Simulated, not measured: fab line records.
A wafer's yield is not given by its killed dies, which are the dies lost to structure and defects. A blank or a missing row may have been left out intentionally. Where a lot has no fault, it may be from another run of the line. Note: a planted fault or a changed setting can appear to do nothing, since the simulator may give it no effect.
Which tool was responsible? | flow n5-finfet | 30 wafers sampled from 10 lots at 1 step of a route of 1938

## WHAT THE GAUGES READ, wafer by wafer
N5_BEOL_M4_RC_MEAS_101.
lot  | measured     | on        | DIBL_N (mV/V)
L416 | day 8 17:50  | prober-01 | 37.7 36.6 37.5
L419 | day 9 16:39  | prober-01 | 32.0 35.3 36.2
L421 | day 9 17:25  | prober-02 | 38.1 35.4 39.0
L426 | day 11 14:27 | prober-02 | 34.8 35.9 38.4
L428 | day 12 12:31 | prober-01 | 38.7 37.4 39.8
L430 | day 12 18:41 | prober-02 | 39.9 35.5 37.2
L431 | day 13 06:35 | prober-02 | 33.7 38.1 34.3
L435 | day 13 10:07 | prober-01 | 36.8 35.3 35.3
L432 | day 13 10:46 | prober-02 | 36.8 39.3 36.1
L438 | day 14 21:52 | prober-01 | 33.3 37.5 36.8

## WHAT TOOL EACH LOT RAN ON (gives the tool, then ch and the chambers of the sampled wafers, and finally the start)
Record: no process step prior to these readings.

## THE ANSWER, worked out from the rows above alone
Rule: usual is defined by the lots themselves. Put in order of their means at a reading, lots are off if they are a third of the lots or fewer, leave a main group of 4 or more, and stand apart from it by a gap of 3 or more times the standard deviation of the main group's means; of several such gaps the widest counts. Not used: any main group whose means are identical at the precision the tables above print for the reading. A lot without any number at a reading at which 4 lots or more have one is off too. The other lots that the step has rows for count as sound.
Nothing can be told from this: no lot is off at any reading shown.

## WHAT THE SIMULATOR HAD PUT IN
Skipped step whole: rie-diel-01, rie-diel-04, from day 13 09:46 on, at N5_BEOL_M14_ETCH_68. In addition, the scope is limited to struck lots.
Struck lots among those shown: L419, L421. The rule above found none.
